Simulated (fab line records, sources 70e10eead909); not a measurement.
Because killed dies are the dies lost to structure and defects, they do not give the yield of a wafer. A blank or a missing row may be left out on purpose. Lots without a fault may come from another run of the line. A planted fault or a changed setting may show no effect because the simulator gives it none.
Problem report in the 8D (eight disciplines) form, filled by code || flow nandHarc || the parts of the form that need people (team, actions taken, sign-off) are left out

== 1. WHAT IS WRONG ==
Wafers without a fault read 86.9 s, standard deviation 0.39; runLengthS at NHARC_A_BONDPAD_ETCH_34 reads a mean of 68.8 s on 6 wafers belonging to 2 lots. That is -46 standard deviations from the usual mean.
The step: etches the open film in N2/H2, target depth 60 nm, overetch 18 nm, time 65.91 s.
Earliest sighting: wafer L599.2 on rieDiel-06 at day 31 06:08. The record has a number at this step for 36 wafers belonging to 12 lots. By rule, "out" or "out of limits" means more than 4 standard deviations away from the usual mean. The other wafers with a number count as sound.

== 2. WHAT IT IS; WHAT IT IS NOT ==
{"question": "which readings at this step", "is": "runLengthS", "is not": "drypumpMotorCurrentA, oesProductAu, rfVppV, showerheadPlenumPTorr, throttleValvePct"}
{"question": "which lots", "is": "L599, L600", "is not": "L579, L580, L582, L583, L584, L585, L587, L588, L597, L602"}
{"question": "which wafers of those lots", "is": "all that have a number", "is not": "-"}
{"question": "read on which tools", "is": "rieDiel-06", "is not": "rieDiel-02, rieDiel-03"}
{"question": "when", "is": "from day 31 06:08", "is not": "up to then (27 sound wafers); but 3 sound wafers of L602 came after"}

== 3. WHAT RULES OUT EACH SUSPECT ==
Counting: a tool at a process step up to the reading stays a suspect if it ran every lot that is out and no sound lot after the first of them.
- rieDiel-06 at NHARC_A_BONDPAD_ETCH_34 (etches the open film in N2/H2, target depth 60 nm, overetch 18 nm, time 65.91 s): kept. It processed each lot that is out, first L599 at day 31 06:08, and no sound lot thereafter; up to then, the last sound lot it processed was L597 at day 30 14:28. Its own runLengthS readings are out on those wafers.
The count leaves rieDiel-06 at NHARC_A_BONDPAD_ETCH_34.

== 4. THE CAUSE (what the simulator had put in) ==
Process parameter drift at NHARC_A_BONDPAD_ETCH_34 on rieDiel-06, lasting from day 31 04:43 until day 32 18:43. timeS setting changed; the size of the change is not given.
The count eliminated every tool but this one.

== 5. THE CHAIN OF EFFECTS, in route order ==
Each row: a reading where the mean over the struck wafers with a number is more than 3 standard deviations away from the usual. Only readings for which the record gives a usual standard deviation are gone through. hours: the time from each lot's start at the first step in this table that gives one to its start at this step, as a median over the lots. sigmas: the change in usual standard deviations.
{"hours": 0, "step": "NHARC_A_BONDPAD_ETCH_34", "reading": "runLengthS", "usual": "86.9 s", "on struck wafers": 68.8, "change": -18.1, "sigmas": -46}
The process steps in it:
- NHARC_A_BONDPAD_ETCH_34: etches the open film in N2/H2, target depth 60 nm, overetch 18 nm, time 65.91 s.
Readings that are blank on the struck wafers while sound wafers have them: biasW at NHARC_A_BONDPAD_ETCH_34.
Later steps that measure or inspect, where all struck wafers having a row at the step show a number for every such reading and not one has moved that far: NHARC_END_SORT_01.

== 6. HOW IT WOULD HAVE BEEN CAUGHT EARLIER ==
In this record the first reading out of limits was taken at day 31 06:08, 1 hour after the fault began at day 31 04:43.
